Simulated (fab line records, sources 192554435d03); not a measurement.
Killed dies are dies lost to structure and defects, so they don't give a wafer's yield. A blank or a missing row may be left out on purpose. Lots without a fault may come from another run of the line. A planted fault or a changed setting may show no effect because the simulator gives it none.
fab line records | flow n5_finfet
record lots=6 wafers=18 last_day=17
route steps=1938 shown FIN_SAQP@90 PASSIVATION@1936
lots that met no fault: from a run of the same line without faults
start_h: hours from the record's first day to the start of the lot's first wafer shown | wait_h: hours since the lot's step before | " the same as in the row above | L1.1+2: a row that stands for several wafers | - no value, or no start given | * or withheld: withheld | < > ~ a bound
route shown NAME@n: a module of which the file shows steps, and the number in the route of the first | usual: mean/standard deviation of fault-free wafers | same: alike in all rows | chamber/n: place in a boat | sites: the reading at each site | _std_site: their standard deviation | _edge_site: outer sites' mean less inner sites' | radius_mm: how far each site lies from the wafer's centre | mask NAME#n: copy n | behind: the tool/chamber that last shaped the wafer | hold: why the lot was held/for how many hours/how that ended | device: the transistor (n, p or np) that didn't switch | end of line: the same wafers' tests at the end of the route | a step without rows: its recipe alone | killed: dies lost to structure and defects at the first sort, not the wafer's yield | map: a wafer's dies, x killed, . not, _ none there
set.NAME: the setting as run; set.NAME@STEP: as run at that earlier step | model.NAME: the simulator's own value behind a step, which no gauge read
lots at some steps of the route; a table a step, a row a wafer
services: from which hour (start_h, from the record's first day; less than 0 if before it) a tool's chamber was out of use, for how many hours, and why
## steps
# step N5_FIN_SAQP_PRECLEAN_42
# recipe chemistry=O3/DIW time_s=60 temp_c=22 o3_ppm=10
# step N5_FIN_SAQP_PRECLEAN_00
# recipe chemistry=SC1 time_s=60 temp_c=55 mix=1:2:50
# step N5_FIN_SAQP_PRECLEAN_44
# recipe chemistry=SC2 time_s=45 temp_c=35 mix=1:1:50
# step N5_FIN_SAQP_SRD_01
# recipe dry=ipa_marangoni time_s=30 temp_c=23 rinse_liquid=diw
# step N5_FIN_SAQP_ALD_61
# recipe material=SiO2 target_thk_a=40 temp_c=300 ald_precursor_family=BDEAS ald_co_reactant=O2-plasma pulse_time_s=1 purge_time_s=2 co_reactant_purge_time_s=2 ald_cycles=43 pressure_torr=2
# usual heater_power_w=453/40 precursor_pulse_height_rel=0.999/0.02
# columns lot.wafer tool chamber start_h wait_h heater_power_w precursor_pulse_height_rel
L139.2 ald_sin-01 0 56.26 0.0 523 0.984
L139.4 " 3 " " 403 1.016
L139.6 " 3 " " 415 0.989
L143.1 ald_sin-04 2 80.56 0.0 502 0.980
L143.4 " 1 " " 426 0.998
L143.5 " 0 " " 452 1.006
L144.3 ald_sin-02 0 86.37 0.3 402 0.958
L144.4 " 2 " " 486 0.953
L144.5 " 0 " " 408 1.017
L152.1 ald_sin-04 0 135.95 0.0 454 1.002
L152.2 " 3 " " 441 0.997
L152.4 " 2 " " 500 0.989
L155.1 ald_sin-04 3 153.27 0.0 441 1.032
L155.2 " 2 " " 492 1.010
L155.4 " 0 " " 445 1.003
L156.3 ald_sin-04 1 158.60 0.0 432 1.033
L156.4 " 0 " " 432 0.990
L156.5 " 1 " " 431 1.026
# step N5_FIN_SAQP_DENSIFY_62
# recipe temp_c=700 time_s=60 ambient=N2 idle_temp_c=600 ramp_up_c_per_s=150 ramp_down_c_per_s=60 cool_to_c=600
# usual lamp_power_pct=9.85/0.049 wafer_temp_C_max=703.3/0.68
# columns lot.wafer tool chamber start_h wait_h lamp_power_pct wafer_temp_C_max
L139.2 rtp_anneal-01 0 56.50 0.1 9.90 702.6
L139.4 " 0 " " 9.82 702.7
L139.6 " 0 " " 9.80 703.1
L143.1 rtp_anneal-01 0 80.77 0.1 9.88 703.1
L143.4 " 0 " " 9.89 703.7
L143.5 " 0 " " 9.87 704.5
L144.3 rtp_anneal-02 0 86.63 0.2 9.88 703.5
L144.4 " 0 " " 9.86 703.8
L144.5 " 0 " " 9.83 702.9
L152.1 rtp_anneal-01 0 136.20 0.2 9.74 702.0
L152.2 " 0 " " 9.92 703.2
L152.4 " 0 " " 9.82 703.3
L155.1 rtp_anneal-01 0 153.51 0.1 9.94 702.6
L155.2 " 0 " " 9.84 703.5
L155.4 " 0 " " 9.89 703.4
L156.3 rtp_anneal-01 0 158.86 0.2 9.86 704.5
L156.4 " 0 " " 9.84 702.8
L156.5 " 0 " " 9.85 703.0
# step N5_FIN_SAQP_HM_DEP_03
# recipe material=SiNx target_thk_a=380 temp_c=400 precursor=SiH4/NH3/N2 pressure_torr=1.5 rf_w=300 time_s=33.6
# step N5_FIN_SAQP_THK_MEAS_05
# usual thk_nm=38.0/0.56
# columns lot.wafer tool chamber start_h wait_h thk_nm
L139.2 film_metro-01 - 56.77 0.1 38.3
L139.4 " - " " 39.0
L139.6 " - " " 38.6
L143.1 film_metro-01 - 81.07 0.1 37.2
L143.4 " - " " 38.0
L143.5 " - " " 37.9
L144.3 film_metro-01 - 86.87 0.1 37.9
L144.4 " - " " 38.7
L144.5 " - " " 38.0
L152.1 film_metro-02 - 136.50 0.1 38.1
L152.2 " - " " 37.4
L152.4 " - " " 37.9
L155.1 film_metro-01 - 153.81 0.1 37.9
L155.2 " - " " 37.9
L155.4 " - " " 38.1
L156.3 film_metro-01 - 159.12 0.1 38.0
L156.4 " - " " 38.9
L156.5 " - " " 38.8
# step N5_FIN_SAQP_PECVD_47
# recipe material=a-Si target_thk_a=450 temp_c=400 precursor=SiH4/He pressure_torr=3 rf_w=100 time_s=36.3
# usual heater_power_w=821/100 showerhead_plenum_p_Torr=5.655/0.03 throttle_valve_pct=17.7/1
# columns lot.wafer tool chamber start_h wait_h heater_power_w showerhead_plenum_p_Torr throttle_valve_pct
L139.2 pecvd-01 1 56.80 0.0 782 5.672 16.8
L139.4 " 2 " " 815 5.663 17.6
L139.6 " 1 " " 812 5.671 17.0
L143.1 pecvd-01 1 81.11 0.0 773 5.672 17.0
L143.4 " 1 " " 768 5.681 17.1
L143.5 " 2 " " 892 5.644 17.9
L144.3 pecvd-04 1 86.91 0.0 663 5.586 18.6
L144.4 " 1 " " 660 5.577 18.6
L144.5 " 0 " " 998 5.677 17.0
L152.1 pecvd-01 0 136.53 0.0 798 5.645 17.5
L152.2 " 1 " " 743 5.681 17.0
L152.4 " 2 " " 797 5.661 18.0
L155.1 pecvd-04 2 153.84 0.0 857 5.723 17.0
L155.2 " 0 " " 1066 5.660 16.9
L155.4 " 1 " " 681 5.585 18.5
L156.3 pecvd-03 0 159.16 0.0 773 5.669 18.2
L156.4 " 0 " " 816 5.665 18.2
L156.5 " 1 " " 794 5.617 20.4
# step N5_FIN_SAQP_PECVD_48
# recipe material=SiNx target_thk_a=250 temp_c=400 precursor=SiH4/NH3/N2 pressure_torr=1.5 rf_w=300 time_s=22.1
# usual heater_power_w=748/100 showerhead_plenum_p_Torr=5.12/0.04 throttle_valve_pct=38.9/2.4
# columns lot.wafer tool chamber start_h wait_h heater_power_w showerhead_plenum_p_Torr throttle_valve_pct
L139.2 pecvd-01 1 56.85 0.0 807 5.16 36.7
L139.4 " 2 " " 850 5.13 39.0
L139.6 " 1 " " 815 5.15 37.0
L143.1 pecvd-01 1 81.15 0.0 830 5.15 37.0
L143.4 " 1 " " 823 5.13 36.9
L143.5 " 2 " " 846 5.14 39.1
L144.3 pecvd-04 1 86.95 0.0 539 5.05 40.4
L144.4 " 1 " " 537 5.05 40.8
L144.5 " 0 " " 841 5.13 37.1
L152.1 pecvd-01 0 136.58 0.0 880 5.12 38.5
L152.2 " 1 " " 761 5.15 36.7
L152.4 " 2 " " 804 5.12 39.4
L155.1 pecvd-04 2 153.89 0.0 743 5.20 37.4
L155.2 " 0 " " 866 5.15 37.1
L155.4 " 1 " " 597 5.06 40.8
L156.3 pecvd-03 0 159.20 0.0 670 5.13 39.9
L156.4 " 0 " " 692 5.11 39.8
L156.5 " 1 " " 666 5.08 45.1
# step N5_FIN_SAQP_PECVD_06
# recipe material=a-Si target_thk_a=600 temp_c=400 precursor=SiH4/He pressure_torr=3 rf_w=100 time_s=48.1
# step N5_FIN_SAQP_THK_MEAS_07
# usual thk_nm=59.9/0.93
# columns lot.wafer tool chamber start_h wait_h thk_nm
L139.2 film_metro-01 - 56.98 0.1 59.6
L139.4 " - " " 60.9
L139.6 " - " " 59.4
L143.1 film_metro-01 - 81.28 0.1 57.6
L143.4 " - " " 58.9
L143.5 " - " " 59.8
L144.3 film_metro-01 - 87.08 0.1 59.8
L144.4 " - " " 61.7
L144.5 " - " " 61.5
L152.1 film_metro-02 - 136.70 0.1 60.6
L152.2 " - " " 59.4
L152.4 " - " " 61.1
L155.1 film_metro-01 - 154.01 0.1 60.0
L155.2 " - " " 60.7
L155.4 " - " " 61.2
L156.3 film_metro-01 - 159.33 0.1 58.7
L156.4 " - " " 59.5
L156.5 " - " " 60.5
# step N5_FIN_SAQP_HM_DEP_72
# recipe material=SiO2 target_thk_a=120 temp_c=400 precursor=SiH4/N2O pressure_torr=0.75 rf_w=275 time_s=7.2
# usual heater_power_w=734/100 showerhead_plenum_p_Torr=8.11/0.095
# columns lot.wafer tool chamber start_h wait_h heater_power_w showerhead_plenum_p_Torr model.SiO2_of_FIN_SAQP_HM_DEP_72.thk_nm
L139.2 pecvd-04 0 57.01 0.0 970 8.14 12.34
L139.4 " 2 " " 679 8.26 11.91
L139.6 " 0 " " 999 8.11 12.32
L143.1 pecvd-03 2 81.31 0.0 734 8.22 11.67
L143.4 " 1 " " 661 8.00 11.94
L143.5 " 2 " " 709 8.20 11.71
L144.3 pecvd-03 0 87.12 0.0 733 8.12 11.73
L144.4 " 2 " " 587 8.21 12.11
L144.5 " 1 " " 601 8.00 12.27
L152.1 pecvd-04 1 136.74 0.0 606 7.95 10.73
L152.2 " 0 " " 1014 8.14 11.11
L152.4 " 0 " " 1003 8.12 11.25
L155.1 pecvd-03 0 154.05 0.0 648 8.15 11.7
L155.2 " 1 " " 688 8.02 11.91
L155.4 " 0 " " 641 8.12 11.99
L156.3 pecvd-04 1 159.36 0.0 649 7.96 10.67
L156.4 " 1 " " 641 7.96 10.87
L156.5 " 0 " " 987 8.14 11.48
# step N5_FIN_SAQP_COAT_49
# recipe resist=SOC temp_c=250 time_s=60 spin_rpm=1500 resist_thk_nm=100
# step N5_FIN_SAQP_COAT_50
# recipe resist=SiARC temp_c=220 time_s=60 spin_rpm=1500 resist_thk_nm=35
# step N5_FIN_SAQP_COAT_10
# recipe resist=CAR-ArF spin_rpm=1500 resist_thk_nm=90
# step N5_FIN_SAQP_EBR_12
# recipe solvent=PGMEA ebr_width_mm=1.5
# step N5_FIN_SAQP_SOFTBAKE_11
# recipe temp_c=110 time_s=60 resist=CAR-ArF
# step N5_FIN_SAQP_EXPOSE_13
# recipe mask_id=FIN_CORE na=1.35 source_shape=dipole sigma_inner=0.538 sigma_outer=0.738 polarization=te target_cd_nm=35.6 dose_mj=63.25
# step N5_FIN_SAQP_PEB_14
# recipe peb_temp_c=withheld peb_time_s=60 resist=CAR-ArF
# step N5_FIN_SAQP_DEVELOP_15
# recipe develop_time_s=30 developer=TMAH resist=CAR-ArF dev_temp_c=23 rinse_liquid=diw dry=air_spin
# step N5_FIN_SAQP_CD_MEAS_16
# recipe target_cd_nm=35.6 landing_energy_ev=500 detector=se_inlens
# usual cd_nm=35.8/0.39
# columns lot.wafer tool chamber start_h wait_h cd_nm
L139.2 cd_sem-01 0 57.46 - 35.1
L139.4 " 0 " " 35.2
L139.6 " 0 " " 35.2
L143.1 cd_sem-02 0 81.63 - 36.3
L143.4 " 0 " " 36.2
L143.5 " 0 " " 35.6
L144.3 cd_sem-02 0 87.57 - 35.6
L144.4 " 0 " " 36.0
L144.5 " 0 " " 35.7
L152.1 cd_sem-02 0 137.19 - 36.1
L152.2 " 0 " " 36.1
L152.4 " 0 " " 36.1
L155.1 cd_sem-03 0 154.50 - 35.4
L155.2 " 0 " " 35.8
L155.4 " 0 " " 35.7
L156.3 cd_sem-03 0 159.82 - 35.7
L156.4 " 0 " " 35.7
L156.5 " 0 " " 36.1
# step N5_FIN_SAQP_OVL_MEAS_17
# recipe points_per_wafer=44
# usual FIN_CORE_OVL=-0.4/0.74
# columns lot.wafer tool chamber start_h wait_h FIN_CORE_OVL[nm]
L139.2 overlay-02 0 57.50 0.0 0.3
L139.4 " 0 " " -0.1
L139.6 " 0 " " 0.4
L143.1 overlay-01 0 81.67 0.0 -1.0
L143.4 " 0 " " 1.0
L143.5 " 0 " " 0.1
L144.3 overlay-01 0 87.60 0.0 -1.2
L144.4 " 0 " " 0.0
L144.5 " 0 " " -0.7
L152.1 overlay-01 0 137.23 0.0 1.4
L152.2 " 0 " " -0.1
L152.4 " 0 " " 0.0
L155.1 overlay-02 0 154.54 0.0 -1.4
L155.2 " 0 " " -0.8
L155.4 " 0 " " 0.2
L156.3 overlay-02 0 159.85 0.0 -1.2
L156.4 " 0 " " 0.1
L156.5 " 0 " " -0.8
# step N5_FIN_SAQP_INSPECT_18
# recipe mode=adi inspect_instrument=brightfield
# usual raw_defect_count=386/100
# columns lot.wafer tool chamber start_h wait_h raw_defect_count
L139.2 defect_inspect-01 - 57.52 0.0 406
L139.4 " - " " 426
L139.6 " - " " 407
L143.1 defect_inspect-01 - 81.70 0.0 441
L143.4 " - " " 399
L143.5 " - " " 439
L144.3 defect_inspect-02 - 87.63 0.0 382
L144.4 " - " " 335
L144.5 " - " " 288
L152.1 defect_inspect-02 - 137.25 0.0 376
L152.2 " - " " 262
L152.4 " - " " 513
L155.1 defect_inspect-01 - 154.56 0.0 518
L155.2 " - " " 537
L155.4 " - " " 409
L156.3 defect_inspect-02 - 159.87 0.0 509
L156.4 " - " " 325
L156.5 " - " " 487
# step N5_FIN_SAQP_DESCUM_21
# recipe chemistry=O2 time_s=7.9 source_power_w=50 bias_power_w=20 pressure_mtorr=20 rf_frequency_hz=2.712e+07 temp_c=40 resist=CAR-ArF o2_flow_sccm=225
# step N5_FIN_SAQP_ETCH_51
# recipe chemistry=CF4 target=SiARC target_depth_a=455 mask_material=CAR-ArF time_s=75.8 ion_energy_ev=80 pressure_mtorr=40 source_w=545 bias_w=36 Ar_flow_sccm=100 cf4_flow_sccm=100 ends=cleared
# usual drypump_motor_current_A=5.4/0.55 etch_rf_on_time_s=77.1/2.3 oes_product_au=0.63/0.06 rf_vpp_V=183.7/1.2 showerhead_plenum_p_Torr=2.11/0.065 throttle_valve_pct=15.61/0.24
# columns lot.wafer tool chamber start_h wait_h drypump_motor_current_A etch_rf_on_time_s oes_product_au rf_hours_counter_h rf_vpp_V showerhead_plenum_p_Torr throttle_valve_pct
L139.2 rie_diel-01 1 57.59 0.0 4.7 74.9 0.65 158 185.4 2.22 15.65
L139.4 " 3 " " 4.9 75.4 0.61 207 183.0 2.11 15.45
L139.6 " 3 " " 4.9 75.8 0.60 - 184.9 2.11 15.44
L143.1 rie_diel-04 1 81.77 0.0 5.3 79.4 0.58 221 183.3 2.02 15.58
L143.4 " 0 " " 5.5 76.3 0.61 215 183.5 2.13 16.03
L143.5 " 0 " " 5.5 76.8 0.60 - 184.5 2.13 16.02
L144.3 rie_diel-05 2 87.87 0.0 5.2 74.7 0.76 33 184.9 2.18 15.16
L144.4 " 1 " " 6.4 80.0 0.66 135 183.0 2.08 15.64
L144.5 " 3 " " 4.9 73.7 0.66 - 184.8 2.05 15.61
L152.1 rie_diel-01 2 137.32 0.0 6.3 81.5 0.56 226 184.3 2.10 15.72
L152.2 " 1 " " 4.7 76.4 0.63 180 185.1 2.21 15.71
L152.4 " 0 " " 4.9 77.3 0.57 249 181.3 2.13 15.87
L155.1 rie_diel-05 0 154.77 0.0 6.0 73.7 0.83 3 183.3 2.09 15.09
L155.2 " 2 " " 5.2 75.0 0.72 58 184.6 2.17 15.22
L155.4 " 1 " " 6.4 81.4 0.63 164 182.8 2.07 15.68
L156.3 rie_diel-05 0 159.94 0.0 5.9 74.9 0.81 5 182.3 2.09 15.09
L156.4 " 1 " " 6.4 81.7 0.62 166 184.4 2.07 15.69
L156.5 " 0 " " 5.9 75.7 0.81 - 183.4 2.09 15.10
# step N5_FIN_SAQP_ETCH_52
# recipe chemistry=N2/H2 target=SOC target_depth_a=1000 overetch_a=200 mask_material=SiARC temp_c=40 time_s=150 ion_energy_ev=200 pressure_mtorr=30 source_w=840 bias_w=150 n2_flow_sccm=200 h2_flow_sccm=200 ends=end_point
# step N5_FIN_SAQP_STRIP_53
# recipe chemistry=N2/H2 temp_c=40 n2_flow_sccm=200 h2_flow_sccm=200 rf_frequency_hz=6e+07
# step N5_FIN_SAQP_HM_OPEN_73
# recipe chemistry=CHF3/O2 target=SiO2 stop_on=a-Si target_depth_a=120 over_etch_frac=1.8 mask_material=SOC time_s=16.8 pressure_mtorr=30 source_w=650 bias_w=170 Ar_flow_sccm=200 CHF3_flow_sccm=50 O2_flow_sccm=5 ion_energy_ev=200 ends=end_point
# usual drypump_motor_current_A=5.4/0.55 oes_o_777_au=0.74/0.071 oes_product_au=0.44/0.039 rf_vpp_V=526/15 showerhead_plenum_p_Torr=2.38/0.073 throttle_valve_pct=18.80/0.25
# columns lot.wafer tool chamber start_h wait_h drypump_motor_current_A oes_o_777_au oes_product_au rf_hours_counter_h rf_vpp_V showerhead_plenum_p_Torr throttle_valve_pct model.etch.depth_nm
L139.2 rie_diel-01 1 57.75 0.0 4.7 0.75 0.46 158 508 2.51 18.94 12.34
L139.4 " 3 " " 4.9 0.71 0.42 207 528 2.36 18.52 11.91
L139.6 " 3 " " 4.8 0.71 0.42 - 527 2.36 18.52 12.32
L143.1 rie_diel-04 1 81.93 0.0 5.3 0.69 0.41 221 534 2.27 18.72 11.67
L143.4 " 0 " " 5.4 0.70 0.42 215 533 2.38 19.19 11.94
L143.5 " 0 " " 5.5 0.70 0.42 - 532 2.38 19.20 11.71
L144.3 rie_diel-05 2 88.04 0.0 5.2 0.90 0.52 33 527 2.46 18.37 11.73
L144.4 " 1 " " 6.4 0.76 0.47 135 529 2.34 18.88 12.11
L144.5 " 3 " " 4.8 0.78 0.46 - 503 2.32 18.91 12.27
L152.1 rie_diel-01 2 137.48 0.0 6.3 0.66 0.40 226 510 2.37 18.92 10.73
L152.2 " 1 " " 4.7 0.73 0.43 180 507 2.50 18.98 11.11
L152.4 " 0 " " 4.9 0.67 0.40 249 549 2.38 18.97 11.25
L155.1 rie_diel-05 0 154.93 0.0 6.0 0.94 0.57 4 530 2.36 18.32 11.7
L155.2 " 2 " " 5.2 0.85 0.50 58 528 2.45 18.43 11.91
L155.4 " 1 " " 6.5 0.74 0.45 164 528 2.33 18.93 11.99
L156.3 rie_diel-05 0 160.11 0.0 5.9 0.93 0.54 5 531 2.36 18.31 10.67
L156.4 " 1 " " 6.4 0.73 0.44 166 529 2.33 18.92 10.87
L156.5 " 0 " " 5.9 0.94 0.56 - 529 2.36 18.34 11.48
# step N5_FIN_SAQP_STRIP_74
# recipe chemistry=CHF3/O2 resist=SiARC rf_frequency_hz=6e+07
# step N5_PASSIVATION_PROBE_49
# usual defect_limited_yield=91.1/1.5 killed_at_M0_to_M3=35/11 killed_at_M4_up=13/5.7 killed_at_contacts=12/5.7 killed_at_front_end=40/11 killed_at_other=4/4.4 killed_dies=105/18 killed_open=68/14 killed_short=34/7.4 sort_bin_5_function=5.2/1 sort_bin_6_memory=3.3/0.67 sort_n_pass=1074/18 sort_yield_pct=91.0/1.5
# same gross_dies=1180 killed_at_back_side=0 sort_bin_4_leakage[%]=0 sort_bin_8_speed[%]=0
# columns lot.wafer tool chamber start_h wait_h defect_limited_yield[%] killed_at_M0_to_M3 killed_at_M4_up killed_at_contacts killed_at_front_end killed_at_other killed_dies killed_open killed_short sort_bin_5_function[%] sort_bin_6_memory[%] sort_n_pass sort_yield_pct[%]
L139.2 prober-01 - 291.37 0.1 90.7 41 15 6 42 6 110 75 34 5.5 3.6 1070 90.7
L139.4 prober-01 - 291.47 0.2 91.7 34 12 16 30 6 98 69 26 4.7 3.5 1082 91.7
L139.6 prober-01 - 291.57 0.3 89.7 42 11 14 40 15 122 69 49 5.8 4.3 1058 89.7
L143.1 prober-01 - 320.51 0.0 91.4 26 6 9 59 1 101 54 44 5.8 2.4 1079 91.4
L143.4 prober-01 - 320.66 0.2 91.8 37 8 10 42 0 97 65 31 4.2 3.4 1083 91.8
L143.5 prober-01 - 320.71 0.2 89.5 59 11 12 41 1 124 85 39 6.8 3.7 1056 89.5
L144.3 prober-02 - 332.85 0.1 93.9 15 13 9 32 3 72 48 23 3.9 2.2 1108 93.9
# killed by level:class
L139.2 BEOL_M1:geometric_particle:open=16 BEOL_M0_SAQP:geometric_particle:open=9 DUMMY_GATE:geometric_particle:open=8 FIN_SAQP:geometric_particle:short=7 BEOL_M0_SAQP:geometric_particle:short=6 BEOL_M4:geometric_particle:open=6 FIN_SAQP:geometric_particle:open=5 MOL_CONTACT_COAG:geometric_particle:open=5
L139.4 MOL_CONTACT_COAG:geometric_particle:open=12 BEOL_M1:geometric_particle:open=10 BEOL_M3:geometric_particle:open=7 BEOL_M4:geometric_particle:open=7 STI_FIN_REVEAL:geometric_particle:open=5 GATE_CUT:geometric_particle:open=5 BEOL_M0_SAQP:geometric_particle:short=5 MOL_CONTACT_COAG:geometric_particle:short=4
L139.6 BEOL_M3:geometric_particle:open=11 MOL_CONTACT_COAG:geometric_particle:open=10 BEOL_M0_SAQP:geometric_particle:short=9 STI_FIN_REVEAL:geometric_particle:open=8 BEOL_M1:geometric_particle:open=7 ILD0:geometric_particle:open=6 BEOL_M1:geometric_particle:short=6 GATE_CUT:geometric_particle:short=5
L143.1 STI_FIN_REVEAL:geometric_particle:open=19 BEOL_M0_SAQP:geometric_particle:open=8 STARTING-WAFER:geometric_particle:short=7 FIN_SAQP:geometric_particle:open=6 STI_FIN_REVEAL:geometric_particle:short=6 BEOL_M0_SAQP:geometric_particle:short=6 FIN_SAQP:geometric_particle:short=5 BEOL_M2:geometric_particle:open=5
L143.4 STI_FIN_REVEAL:geometric_particle:open=16 BEOL_M0_SAQP:geometric_particle:open=11 FIN_SAQP:geometric_particle:open=9 BEOL_M0_SAQP:geometric_particle:short=8 MOL_CONTACT_COAG:geometric_particle:open=8 BEOL_M1:geometric_particle:open=5 FIN_SAQP:geometric_particle:short=4 STI_FIN_REVEAL:geometric_particle:short=3
L143.5 STI_FIN_REVEAL:geometric_particle:open=19 BEOL_M0_SAQP:geometric_particle:short=19 BEOL_M2:geometric_particle:open=17 BEOL_M0_SAQP:geometric_particle:open=12 MOL_CONTACT_COAG:geometric_particle:open=10 DUMMY_GATE:geometric_particle:open=7 BEOL_M5:geometric_particle:open=5 BEOL_M4:geometric_particle:open=4
L144.3 STI_FIN_REVEAL:geometric_particle:open=10 MOL_CONTACT_COAG:geometric_particle:open=7 BEOL_M4:geometric_particle:open=7 STI_FIN_REVEAL:geometric_particle:short=5 GATE_CUT:geometric_particle:short=5 BEOL_M0_SAQP:geometric_particle:short=5 BEOL_M0_SAQP:geometric_particle:open=4 DUMMY_GATE:geometric_particle:open=3
## services
# columns tool chamber start_h hours kind
pecvd-01 0 34.81 5.9 repair
rie_diel-05 1 39.10 2.4 repair
pecvd-03 - 68.29 1.2 repair
ald_sin-02 1 69.29 7.8 repair
rie_diel-05 - 71.46 0.8 repair
pecvd-01 0 74.77 2.1 scheduled_down
ald_sin-01 0 80.20 20.4 repair
ald_sin-04 - 85.70 14.0 pm
ald_sin-04 0 85.70 14.0 vent_cycle
ald_sin-04 1 85.70 14.0 vent_cycle
ald_sin-04 2 85.70 14.0 vent_cycle
pecvd-01 1 96.39 5.5 scheduled_down
rie_diel-01 - 102.19 4.3 pm
rie_diel-01 2 107.31 5.2 repair
rie_diel-05 0 119.05 - clean
rie_diel-05 0 119.05 - consumable_replace:focus_ring
rie_diel-05 0 119.05 23.4 scheduled_down
rie_diel-05 0 119.05 23.4 vent_cycle
rie_diel-05 2 120.99 4.6 repair
pecvd-04 - 121.15 2.5 repair
ald_sin-01 1 129.96 14.0 repair
pecvd-01 1 151.35 5.3 repair
ald_sin-02 1 152.20 10.6 repair
rie_diel-04 1 152.74 6.5 repair
## key
first_sign none at tools or gauges
model_effect step=N5_FIN_SAQP_HM_DEP_72 value=SiO2_of_FIN_SAQP_HM_DEP_72.thk_nm without=12.17 struck=11.02
model_effect step=N5_FIN_SAQP_HM_OPEN_73 value=etch.depth_nm without=12.17 struck=11.02
met_at N5_FIN_SAQP_HM_DEP_72
struck_wafers L152.1,L152.2,L152.4,L156.3,L156.4,L156.5
rows_end L152.1,L152.2,L152.4,L156.3,L156.4,L156.5
onset_between 57.01 136.74
fault kind=process_parameter_drift tool=pecvd-04 chamber=- onset_h=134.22 steps=N5_FIN_SAQP_HM_DEP_72 channel=time_s offset=* shape=step acts_in=* stated=*
# rows_end: these wafers met a further fault down the route, and their rows from its step on are left out
